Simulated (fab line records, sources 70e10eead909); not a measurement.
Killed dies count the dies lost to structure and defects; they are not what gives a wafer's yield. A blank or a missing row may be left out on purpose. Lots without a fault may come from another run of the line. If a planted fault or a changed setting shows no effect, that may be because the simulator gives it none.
Matching of chambers | flow nand_harc | NHARC_P_M1_DESCUM_14 on rie_diel-08 has 4 sister chambers
The step chemistry O2, time 3 s. 18 wafers are shown with their chamber, then 9 later ones without.

## EACH WAFER AND ITS CHAMBER
wafer  | chamber | showerhead_plenum_p_Torr (Torr) | drypump_motor_current_A (A) | oes_product_au (a.u.)
L076.1 | 3       | 1.78                            | 5.9                         | 0.996
L076.3 | 2       | 1.91                            | 6.5                         | 0.996
L076.4 | 1       | 2.04                            | 4.9                         | 1.022
L077.1 | 3       | 1.78                            | 6.0                         | 0.982
L077.4 | 0       | 2.01                            | 5.7                         | 1.000
L077.5 | 3       | 1.78                            | 6.0                         | 0.987
L084.1 | 3       | 1.78                            | 5.9                         | 0.989
L084.3 | 1       | 2.04                            | 4.8                         | 1.000
L084.5 | 0       | 2.01                            | 5.7                         | 0.996
L085.1 | 2       | 1.91                            | 6.5                         | 0.997
L085.2 | 3       | 1.78                            | 6.0                         | 0.990
L085.6 | 1       | 2.04                            | 4.9                         | 1.007
L089.3 | 0       | 2.01                            | 5.7                         | 1.006
L089.5 | 1       | 2.03                            | 4.9                         | 1.000
L089.6 | 2       | 1.91                            | 6.5                         | 0.991
L088.1 | 0       | 2.01                            | 5.7                         | 0.994
L088.3 | 1       | 2.03                            | 4.9                         | 1.010
L088.6 | 0       | 2.01                            | 5.7                         | 1.002

SIGNATURES (means of the wafers above)
reading                  | chamber 0 | chamber 1 | chamber 2 | chamber 3 | scatter within a chamber
showerhead_plenum_p_Torr | 2.0100    | 2.0360    | 1.9100    | 1.7800    | 0.00293
drypump_motor_current_A  | 5.700     | 4.880     | 6.500     | 5.960     | 0.0378
oes_product_au           | 0.99960   | 1.00780   | 0.99467   | 0.98880   | 0.00623
Rule: distance of a wafer from a chamber = root of the sum over the readings of ((wafer's reading minus chamber's mean) / reading's scatter) squared. The wafer belongs to the nearest chamber; if the next one is less than 2 further off, it can't be placed. The scatter: take each reading less its chamber's mean, square it, sum over the shown wafers, divide by the number of wafers less the number of chambers, and take the root.

## WAFERS MISSING THEIR CHAMBER
wafer  | showerhead_plenum_p_Torr (Torr) | drypump_motor_current_A (A) | oes_product_au (a.u.)
L091.1 | 1.90                            | 6.5                         | 0.986
L091.3 | 2.01                            | 5.7                         | 0.993
L091.6 | 1.78                            | 6.0                         | 0.996
L092.3 | 2.01                            | 5.7                         | 0.996
L092.4 | 1.90                            | 6.5                         | 0.980
L092.6 | 1.90                            | 6.5                         | 0.996
L093.1 | 1.78                            | 5.9                         | 1.000
L093.4 | 2.03                            | 4.9                         | 1.011
L093.6 | 2.01                            | 5.7                         | 0.996

## CHAMBER TAKEN BY EACH
wafer  | from the rows above | in truth
L091.1 | 2                   | 2
L091.3 | 0                   | 0
L091.6 | 3                   | 3
L092.3 | 0                   | 0
L092.4 | 2                   | 2
L092.6 | 2                   | 2
L093.1 | 3                   | 3
L093.4 | 1                   | 1
L093.6 | 0                   | 0
Correct placement for 9 of the 9. From these rows, 0 cannot be placed. Wrongly placed: 0.
